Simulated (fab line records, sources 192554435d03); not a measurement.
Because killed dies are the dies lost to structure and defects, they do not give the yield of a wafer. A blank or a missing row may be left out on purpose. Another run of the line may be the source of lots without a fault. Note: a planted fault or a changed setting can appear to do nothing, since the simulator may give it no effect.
Chamber matching :: flow n5-finfet :: cmp-01 running N5_BEOL_M6_CMP_52: 4 sister chambers
The step polishes, stops on SiCOH lowk, t overpolish 6.9 s, target thk 80 nm. 8 wafers are shown with their chamber, then 11 later ones without.

## EACH WAFER AND ITS CHAMBER
wafer: L084.1
chamber: 3
motor-current-A (A): 5.5
retaining-ring-pressure-frac: 0.998

wafer: L086.1
chamber: 3
motor-current-A (A): 5.6
retaining-ring-pressure-frac: 0.996

wafer: L086.3
chamber: 1
motor-current-A (A): 5.5
retaining-ring-pressure-frac: 0.993

wafer: L086.4
chamber: 0
motor-current-A (A): 6.5
retaining-ring-pressure-frac: 1.000

wafer: L087.3
chamber: 0
motor-current-A (A): 6.7
retaining-ring-pressure-frac: 0.999

wafer: L087.5
chamber: 1
motor-current-A (A): 5.8
retaining-ring-pressure-frac: 1.008

wafer: L087.6
chamber: 2
motor-current-A (A): 7.7
retaining-ring-pressure-frac: 1.000

wafer: L089.1
chamber: 2
motor-current-A (A): 7.6
retaining-ring-pressure-frac: 1.000

## WAFERS WITHOUT THEIR CHAMBER
wafer: L089.4
motor-current-A (A): 5.7
retaining-ring-pressure-frac: 0.994

wafer: L089.6
motor-current-A (A): 7.0
retaining-ring-pressure-frac: 0.997

wafer: L093.1
motor-current-A (A): 5.4
retaining-ring-pressure-frac: 0.994

wafer: L093.4
motor-current-A (A): 7.0
retaining-ring-pressure-frac: 1.007

wafer: L093.6
motor-current-A (A): 6.9
retaining-ring-pressure-frac: 1.000

wafer: L094.1
motor-current-A (A): 6.3
retaining-ring-pressure-frac: 1.003

wafer: L094.2
motor-current-A (A): 7.0
retaining-ring-pressure-frac: 0.998

wafer: L094.3
motor-current-A (A): 5.8
retaining-ring-pressure-frac: 0.994

wafer: L096.1
motor-current-A (A): 5.5
retaining-ring-pressure-frac: 1.001

wafer: L096.3
motor-current-A (A): 5.9
retaining-ring-pressure-frac: 0.995

wafer: L096.5
motor-current-A (A): 5.8
retaining-ring-pressure-frac: 0.996

## EACH ONE'S CHAMBER
wafer: L089.4
from the rows above: can't be placed: 3 or 1
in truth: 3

wafer: L089.6
from the rows above: can't be placed: 0 or 2
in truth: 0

wafer: L093.1
from the rows above: can't be placed: 3 or 1
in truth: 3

wafer: L093.4
from the rows above: can't be placed: 0 or 2
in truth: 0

wafer: L093.6
from the rows above: 0
in truth: 0

wafer: L094.1
from the rows above: 0
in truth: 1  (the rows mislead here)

wafer: L094.2
from the rows above: can't be placed: 0 or 2
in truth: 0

wafer: L094.3
from the rows above: can't be placed: 1 or 3
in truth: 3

wafer: L096.1
from the rows above: can't be placed: 3 or 1
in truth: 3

wafer: L096.3
from the rows above: can't be placed: 1 or 3
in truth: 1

wafer: L096.5
from the rows above: can't be placed: 1 or 3
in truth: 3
Correctly placed: 1 of 11. From these rows, 9 cannot be placed; in 9 the true chamber is one of the candidates. Number placed wrongly: 1.
How it was worked out, from the rows above alone: a wafer's distance from a chamber is the root of the sum, over the readings, of the square of ((its reading less the chamber's mean) divided by the reading's scatter). If the next closest chamber is less than 2 further off than the closest, the wafer can't be placed; otherwise it belongs to the closest. A chamber's mean is the mean of its shown wafers. How the scatter is found: for the shown wafers, subtract from each reading the mean of its chamber, square and add these, divide the total by (wafers less chambers), then take the root.
